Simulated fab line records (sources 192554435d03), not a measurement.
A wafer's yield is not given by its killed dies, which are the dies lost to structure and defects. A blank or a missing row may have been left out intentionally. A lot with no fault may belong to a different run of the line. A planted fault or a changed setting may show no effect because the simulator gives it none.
fab line records    flow n5_finfet
record: lots: 5  wafers: 15  last_day: 17
route steps=1938 shown WELL_APT@27 PASSIVATION@1936
lots with no fault: from the same line, run without faults
start_h: start of the lot's first displayed wafer, in hours after the record's first day    wait_h: hours from the lot's prior step to this one    " unchanged from the row above    L1.1+2: one row covering several wafers at once    - value missing, or start not given    * or withheld: withheld    < > ~ a bound
route shown NAME@n: NAME is a module with steps in the file, n the number in the route of the first one    usual: mean/standard deviation taken from wafers without a fault    same: alike in all rows    chamber/n: place in a boat    sites: the reading at each site    _std_site: the values' standard deviation    _edge_site: outer sites' mean less inner sites'    radius_mm: for every site, how far away it sits from the centre of the wafer    mask NAME#n: copy n    behind: tool/chamber where the wafer was last shaped    hold: reason for holding the lot/hours on hold/outcome of the hold    device: names the non-switching transistor (n, p or np)    end of line: at the end of the route, the tests of the same wafers    a step given without rows: its recipe and nothing more    killed: dies that structure and defects cost at the first sort, which is not the same as the wafer's yield    map: dies across one wafer; x = killed, . = not, _ = none there
set.NAME: setting as actually run; set.NAME@STEP: the setting as run at that earlier step    model.NAME: the simulator's own value behind a step, which no gauge read
certain route steps with their lots: each step a table, each wafer a row
services: the hour from which a tool's chamber was out of use, counted from the record's first day as start_h (under 0 if before that day), plus the number of hours and why
== steps ==
step: N5_WELL_APT_HARDBAKE_12
recipe: temp_c: 130  time_s: 120
step: N5_WELL_APT_CD_MEAS_08
recipe: target_cd_nm: 200  landing_energy_ev: 500  detector: se_inlens
usual: cd_nm: 199.9/1.1
lot.wafer  tool       chamber  start_h  wait_h  cd_nm
L837.1     cd_sem-02  0        13.74    -       200.6
L837.5     "          0        "        "       198.4
L837.6     "          0        "        "       201.2
L839.3     cd_sem-03  0        25.78    -       200.3
L839.5     "          0        "        "       198.6
L839.6     "          0        "        "       199.8
L841.1     cd_sem-01  0        37.69    -       201.5
L841.3     "          0        "        "       200.7
L841.4     "          0        "        "       200.2
L850.1     cd_sem-03  0        92.17    -       200.4
L850.5     "          0        "        "       199.9
L850.6     "          0        "        "       200.2
L858.2     cd_sem-02  0        141.04   -       199.0
L858.4     "          0        "        "       199.6
L858.6     "          0        "        "       200.1
step: N5_WELL_APT_OVL_MEAS_09
recipe: points_per_wafer: 44
usual: NWELL_OVL: 1/5.3
lot.wafer  tool        chamber  start_h  wait_h  NWELL_OVL[nm]
L837.1     overlay-01  0        13.77    0.0     3
L837.5     "           0        "        "       4
L837.6     "           0        "        "       -1
L839.3     overlay-02  0        25.81    0.0     -1
L839.5     "           0        "        "       -3
L839.6     "           0        "        "       -7
L841.1     overlay-02  0        37.72    0.0     6
L841.3     "           0        "        "       0
L841.4     "           0        "        "       6
L850.1     overlay-02  0        92.20    0.0     -11
L850.5     "           0        "        "       -2
L850.6     "           0        "        "       8
L858.2     overlay-01  0        141.07   0.0     -7
L858.4     "           0        "        "       -2
L858.6     "           0        "        "       -10
step: N5_WELL_APT_INSPECT_10
recipe: mode: adi  inspect_instrument: macro
usual: raw_defect_count: 2.2/1.4
lot.wafer  tool               chamber  start_h  wait_h  raw_defect_count
L837.1     defect_inspect-02  -        13.79    0.0     2
L837.5     "                  -        "        "       3
L837.6     "                  -        "        "       4
L839.3     defect_inspect-01  -        25.83    0.0     0
L839.5     "                  -        "        "       3
L839.6     "                  -        "        "       2
L841.1     defect_inspect-01  -        37.74    0.0     4
L841.3     "                  -        "        "       2
L841.4     "                  -        "        "       2
L850.1     defect_inspect-01  -        92.22    0.0     3
L850.5     "                  -        "        "       0
L850.6     "                  -        "        "       1
L858.2     defect_inspect-01  -        141.10   0.0     4
L858.4     "                  -        "        "       4
L858.6     "                  -        "        "       4
step: N5_WELL_APT_DESCUM_13
recipe: chemistry: O2  time_s: 7.9  source_power_w: 50  bias_power_w: 20  pressure_mtorr: 20  rf_frequency_hz: 2.712e+07  temp_c: 40  o2_flow_sccm: 225
usual: drypump_motor_current_A: 5.8/0.55  o2_flow_sccm: 225.1/0.67  oes_product_au: 0.77/0.081  rf_vpp_V: 243.0/1.4  showerhead_plenum_p_Torr: 2.08/0.07  throttle_valve_pct: 20.54/0.18
lot.wafer  tool         chamber  start_h  wait_h  drypump_motor_current_A  o2_flow_sccm  oes_product_au  rf_hours_counter_h  rf_vpp_V  showerhead_plenum_p_Torr  throttle_valve_pct
L837.1     rie_diel-01  3        13.82    0.0     5.4                      224.5         0.82            70                  243.7     2.12                      20.66
L837.5     "            3        "        "       5.4                      224.1         0.82            -                   243.8     2.12                      20.64
L837.6     "            0        "        "       5.3                      225.5         0.70            -                   242.1     2.07                      20.59
L839.3     rie_diel-01  0        27.32    1.5     5.2                      224.9         0.70            213                 243.3     2.07                      20.61
L839.5     "            3        "        "       5.4                      226.2         0.81            -                   244.8     2.12                      20.66
L839.6     "            2        "        "       6.8                      224.6         0.81            -                   242.3     2.10                      20.28
L841.1     rie_diel-05  2        37.93    0.2     5.6                      223.9         0.68            245                 243.0     2.16                      21.06
L841.3     "            0        "        "       6.5                      226.3         0.88            42                  246.6     2.22                      20.27
L841.4     "            3        "        "       5.9                      225.3         0.72            210                 241.2     1.99                      20.81
L850.1     rie_diel-01  1        92.30    0.1     6.0                      223.6         0.93            20                  243.6     2.14                      20.61
L850.5     "            0        "        "       5.2                      225.1         0.68            -                   242.6     2.06                      20.63
L850.6     "            1        "        "       6.0                      224.3         0.93            -                   243.0     2.14                      20.61
L858.2     rie_diel-02  0        141.13   0.0     6.0                      225.5         0.68            243                 240.0     1.98                      20.52
L858.4     "            0        "        "       6.0                      224.6         0.68            -                   241.7     1.98                      20.49
L858.6     "            1        "        "       5.5                      225.7         0.75            -                   242.5     2.00                      20.47
step: N5_WELL_APT_IMPLANT_14
recipe: species: P  energy_kev: 160  dose_cm2: 1.5e+13  tilt_deg: 0  rotation_deg: 0
step: N5_WELL_APT_IMPLANT_15
recipe: species: As  energy_kev: 25  dose_cm2: 1.5e+13  tilt_deg: 0  rotation_deg: 0
step: N5_WELL_APT_STRIP_16
recipe: chemistry: SPM  time_s: 900  temp_c: 130  h2so4_h2o2_vol_ratio: 4  dry: ipa_marangoni
step: N5_WELL_APT_HMDS_18
recipe: time_s: 60  temp_c: 120
step: N5_WELL_APT_COAT_19
recipe: spin_rpm: 1357  resist_thk_nm: 950
step: N5_WELL_APT_EBR_21
recipe: solvent: PGMEA  ebr_width_mm: 1.5
step: N5_WELL_APT_SOFTBAKE_20
recipe: temp_c: 130  time_s: 60
step: N5_WELL_APT_EXPOSE_22
recipe: mask_id: PWELL  na: 0.8  source_shape: conventional  sigma_outer: 0.8  polarization: unpolarized  defocus_nm: 0  target_cd_nm: 200  dose_mj: 23.2
usual: stage_vel_mm_s: 499.98/0.24
lot.wafer  tool            chamber  start_h  wait_h  mask     stage_vel_mm_s
L837.1     krf_scanner-01  0        14.71    -       PWELL#0  500.01
L837.5     "               0        "        "       PWELL#0  500.43
L837.6     "               0        "        "       PWELL#0  500.22
L839.3     krf_scanner-02  0        28.19    -       PWELL#0  499.74
L839.5     "               0        "        "       PWELL#0  500.08
L839.6     "               0        "        "       PWELL#0  499.56
L841.1     krf_scanner-02  0        38.91    -       PWELL#0  499.92
L841.3     "               0        "        "       PWELL#0  500.18
L841.4     "               0        "        "       PWELL#0  499.75
L850.1     krf_scanner-02  0        93.31    -       PWELL#0  500.09
L850.5     "               0        "        "       PWELL#0  499.88
L850.6     "               0        "        "       PWELL#0  499.93
L858.2     krf_scanner-01  0        142.01   -       PWELL#0  499.83
L858.4     "               0        "        "       PWELL#0  500.08
L858.6     "               0        "        "       PWELL#0  499.98
step: N5_WELL_APT_PEB_23
recipe: peb_temp_c: 130  peb_time_s: 90
step: N5_WELL_APT_DEVELOP_24
recipe: develop_time_s: 45  rinse_liquid: surfactant_rinse  dry: air_spin  dev_temp_c: 21
step: N5_WELL_APT_HARDBAKE_29
recipe: temp_c: 130  time_s: 120
step: N5_WELL_APT_CD_MEAS_25
recipe: target_cd_nm: 200  landing_energy_ev: 500  detector: se_inlens
usual: cd_nm: 200.2/1.8
lot.wafer  tool       chamber  start_h  wait_h  cd_nm
L837.1     cd_sem-03  0        14.88    -       196.5
L837.5     "          0        "        "       199.0
L837.6     "          0        "        "       197.1
L839.3     cd_sem-01  0        28.35    -       201.3
L839.5     "          0        "        "       201.4
L839.6     "          0        "        "       199.2
L841.1     cd_sem-02  0        39.09    -       200.5
L841.3     "          0        "        "       199.9
L841.4     "          0        "        "       199.4
L850.1     cd_sem-03  0        93.48    -       202.2
L850.5     "          0        "        "       196.8
L850.6     "          0        "        "       196.5
L858.2     cd_sem-03  0        142.18   -       198.8
L858.4     "          0        "        "       197.2
L858.6     "          0        "        "       197.4
step: N5_WELL_APT_OVL_MEAS_26
recipe: points_per_wafer: 44
usual: PWELL_OVL: 1/5.9
lot.wafer  tool        chamber  start_h  wait_h  PWELL_OVL[nm]
L837.1     overlay-01  0        14.91    0.0     -4
L837.5     "           0        "        "       6
L837.6     "           0        "        "       -1
L839.3     overlay-01  0        28.38    0.0     6
L839.5     "           0        "        "       6
L839.6     "           0        "        "       4
L841.1     overlay-01  0        39.12    0.0     -4
L841.3     "           0        "        "       2
L841.4     "           0        "        "       5
L850.1     overlay-02  0        93.51    0.0     15
L850.5     "           0        "        "       9
L850.6     "           0        "        "       8
L858.2     overlay-01  0        142.21   0.0     -11
L858.4     "           0        "        "       -3
L858.6     "           0        "        "       -2
step: N5_WELL_APT_INSPECT_27
recipe: mode: adi  inspect_instrument: macro
usual: raw_defect_count: 2.0/1.4
lot.wafer  tool               chamber  start_h  wait_h  raw_defect_count
L837.1     defect_inspect-02  -        14.93    0.0     1
L837.5     "                  -        "        "       1
L837.6     "                  -        "        "       3
L839.3     defect_inspect-02  -        28.41    0.0     2
L839.5     "                  -        "        "       3
L839.6     "                  -        "        "       6
L841.1     defect_inspect-01  -        39.14    0.0     3
L841.3     "                  -        "        "       3
L841.4     "                  -        "        "       4
L850.1     defect_inspect-02  -        93.54    0.0     1
L850.5     "                  -        "        "       2
L850.6     "                  -        "        "       1
L858.2     defect_inspect-01  -        142.23   0.0     1
L858.4     "                  -        "        "       2
L858.6     "                  -        "        "       3
step: N5_WELL_APT_DESCUM_30
recipe: chemistry: O2  time_s: 7.9  source_power_w: 50  bias_power_w: 20  pressure_mtorr: 20  rf_frequency_hz: 2.712e+07  temp_c: 40  o2_flow_sccm: 225
usual: drypump_motor_current_A: 5.9/0.56  o2_flow_sccm: 225.0/0.71  oes_product_au: 0.76/0.073  rf_vpp_V: 242.9/1.5  showerhead_plenum_p_Torr: 2.08/0.076  throttle_valve_pct: 20.55/0.19
lot.wafer  tool         chamber  start_h  wait_h  drypump_motor_current_A  o2_flow_sccm  oes_product_au  rf_hours_counter_h  rf_vpp_V  showerhead_plenum_p_Torr  throttle_valve_pct  model.WELL_APT.cd_nm
L837.1     rie_diel-01  0        14.97    0.0     5.2                      225.5         0.71            205                 244.6     2.07                      20.60               196.6
L837.5     "            0        "        "       5.2                      225.9         0.71            -                   242.8     2.07                      20.58               198.8
L837.6     "            1        "        "       5.9                      225.5         0.68            -                   242.1     2.15                      20.94               196.8
L839.3     rie_diel-05  1        29.29    0.9     6.8                      224.6         0.75            145                 241.2     2.02                      20.45               201.2
L839.5     "            3        "        "       6.0                      226.3         0.70            -                   242.0     1.99                      20.80               201.4
L839.6     "            2        "        "       5.7                      224.2         0.67            -                   244.1     2.16                      21.06               199
L841.1     rie_diel-05  3        39.27    0.1     5.9                      225.6         0.71            211                 242.6     1.99                      20.80               200.6
L841.3     "            1        "        "       6.7                      224.8         0.75            149                 242.7     2.02                      20.46               199.7
L841.4     "            2        "        "       5.6                      225.6         0.67            246                 243.5     2.16                      21.07               199.3
L850.1     rie_diel-02  3        93.57    0.0     5.7                      225.8         0.76            144                 244.9     2.18                      20.48               202.1
L850.5     "            2        "        "       5.1                      224.9         0.70            -                   241.7     2.06                      20.54               196.9
L850.6     "            3        "        "       5.7                      225.4         0.76            -                   243.8     2.18                      20.48               196.8
L858.2     rie_diel-02  0        142.32   0.1     6.0                      225.0         0.68            244                 240.9     1.98                      20.51               198.8
L858.4     "            3        "        "       5.7                      224.7         0.74            -                   244.5     2.18                      20.49               197
L858.6     "            1        "        "       5.5                      225.3         0.75            -                   240.4     2.00                      20.48               197.7
step: N5_WELL_APT_IMPLANT_31
recipe: species: B  energy_kev: 60  dose_cm2: 1.5e+13  tilt_deg: 0  rotation_deg: 0
step: N5_PASSIVATION_PROBE_49
usual: killed_at_M0_to_M3: 30/8.7  killed_at_M4_up: 14/5.4  killed_at_contacts: 11/6.4  killed_at_front_end: 40/12  killed_at_other: 3/3.1  killed_dies: 99/17  killed_open: 64/12  killed_short: 33/8.1
same: gross_dies: 1180  killed_at_back_side: 0
lot.wafer  tool       chamber  start_h  wait_h  killed_at_M0_to_M3  killed_at_M4_up  killed_at_contacts  killed_at_front_end  killed_at_other  killed_dies  killed_open  killed_short
L839.3     prober-02  -        299.23   0.1     31                  6                17                  37                   2                93           62           30
L839.5     prober-02  -        299.33   0.2     19                  12               4                   53                   6                94           55           37
L839.6     prober-02  -        299.38   0.3     32                  1                10                  28                   2                73           53           20
L858.2     prober-01  -        417.64   0.1     30                  13               5                   40                   0                88           57           30
L858.4     prober-01  -        417.74   0.2     29                  22               8                   31                   2                92           62           28
L858.6     prober-01  -        417.84   0.3     32                  9                5                   43                   2                91           55           34
killed by level:class
L839.3 MOL_CONTACT_COAG:geometric_particle:open=14 DUMMY_GATE:geometric_particle:open=9 BEOL_M1:geometric_particle:open=9 GATE_CUT:geometric_particle:short=6 BEOL_M0_SAQP:geometric_particle:open=6 STI_FIN_REVEAL:geometric_particle:open=5 BEOL_M2:geometric_particle:open=5 BEOL_M0_SAQP:geometric_particle:short=4
L839.5 FIN_SAQP:geometric_particle:short=14 FIN_SAQP:geometric_particle:open=11 DUMMY_GATE:geometric_particle:open=8 STI_FIN_REVEAL:geometric_particle:open=7 BEOL_M2:geometric_particle:open=4 GATE_CUT:geometric_particle:short=3 MOL_CONTACT_COAG:geometric_particle:open=3 BEOL_M0_SAQP:geometric_particle:short=3
L839.6 BEOL_M2:geometric_particle:open=11 MOL_CONTACT_COAG:geometric_particle:open=9 STI_FIN_REVEAL:geometric_particle:open=7 GATE_CUT:geometric_particle:short=5 BEOL_M0_SAQP:geometric_particle:open=5 BEOL_M0_SAQP:geometric_particle:short=5 BEOL_M1:geometric_particle:open=4 FIN_SAQP:geometric_particle:short=3
L858.2 FIN_SAQP:geometric_particle:open=12 BEOL_M0_SAQP:geometric_particle:short=10 BEOL_M0_SAQP:geometric_particle:open=10 STI_FIN_REVEAL:geometric_particle:open=9 BEOL_M4:geometric_particle:open=6 FIN_SAQP:geometric_particle:short=4 BEOL_M3:geometric_particle:open=4 DUMMY_GATE:geometric_particle:open=3
L858.4 BEOL_M4:geometric_particle:open=16 BEOL_M0_SAQP:geometric_particle:short=13 FIN_SAQP:geometric_particle:open=11 BEOL_M0_SAQP:geometric_particle:open=10 MOL_CONTACT_COAG:geometric_particle:open=7 FIN_SAQP:geometric_particle:short=5 DUMMY_GATE:geometric_particle:open=4 BEOL_M3:geometric_particle:open=4
L858.6 FIN_SAQP:geometric_particle:open=15 FIN_SAQP:geometric_particle:short=10 BEOL_M0_SAQP:geometric_particle:short=10 BEOL_M0_SAQP:geometric_particle:open=8 GATE_CUT:geometric_particle:short=6 MOL_CONTACT_COAG:geometric_particle:open=5 BEOL_M1:geometric_particle:open=5 STI_FIN_REVEAL:geometric_particle:open=4
== services ==
tool            chamber  start_h  hours  kind
krf_scanner-02  0        -4.58    -      calibration
krf_scanner-02  -        -2.18    3.6    pm
krf_scanner-01  -        1.38     0.8    pm
rie_diel-01     1        16.31    -      clean
rie_diel-01     1        16.31    -      consumable_replace:focus_ring
rie_diel-01     1        16.31    23.1   scheduled_down
rie_diel-01     1        16.31    23.1   vent_cycle
krf_scanner-02  -        16.55    0.8    pm
rie_diel-02     -        17.18    28.1   pm
krf_scanner-01  -        40.66    1.3    pm
rie_diel-01     -        47.26    0.4    repair
rie_diel-05     2        47.66    10.7   repair
rie_diel-05     1        54.83    4.8    repair
rie_diel-01     3        56.28    2.0    repair
rie_diel-05     2        59.65    -      clean
krf_scanner-02  -        74.34    1.0    pm
krf_scanner-02  -        79.44    1.3    pm
rie_diel-01     2        88.70    4.5    repair
krf_scanner-02  -        106.80   3.5    repair
rie_diel-01     0        112.90   5.7    repair
rie_diel-01     0        126.26   -      clean
rie_diel-01     0        126.26   -      consumable_replace:focus_ring
rie_diel-01     0        126.26   17.8   scheduled_down
rie_diel-01     0        126.26   17.8   vent_cycle
== key ==
first_sign none at tools or gauges
model_effect: step: N5_WELL_APT_DESCUM_30  value: WELL_APT.cd_nm  without: 202.2  struck: 196.8
met_at N5_WELL_APT_EXPOSE_22
struck_wafers L850.5,L850.6
tester_left_out L850
onset_between 38.91 93.31
fault: kind: process_parameter_drift  tool: krf_scanner-02  chamber: -  onset_h: 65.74  steps: N5_WELL_APT_EXPOSE_22  channel: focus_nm  offset: 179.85  shape: step  end_h: 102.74  scope: struck_wafers_only
tester_left_out: of these lots the tester's yield and bins aren't shown, on N5 and GAA mostly nor the transistor test; their killed dies are dies lost to structure and defects alone, not to doping, threshold or leakage, so they don't give the yield
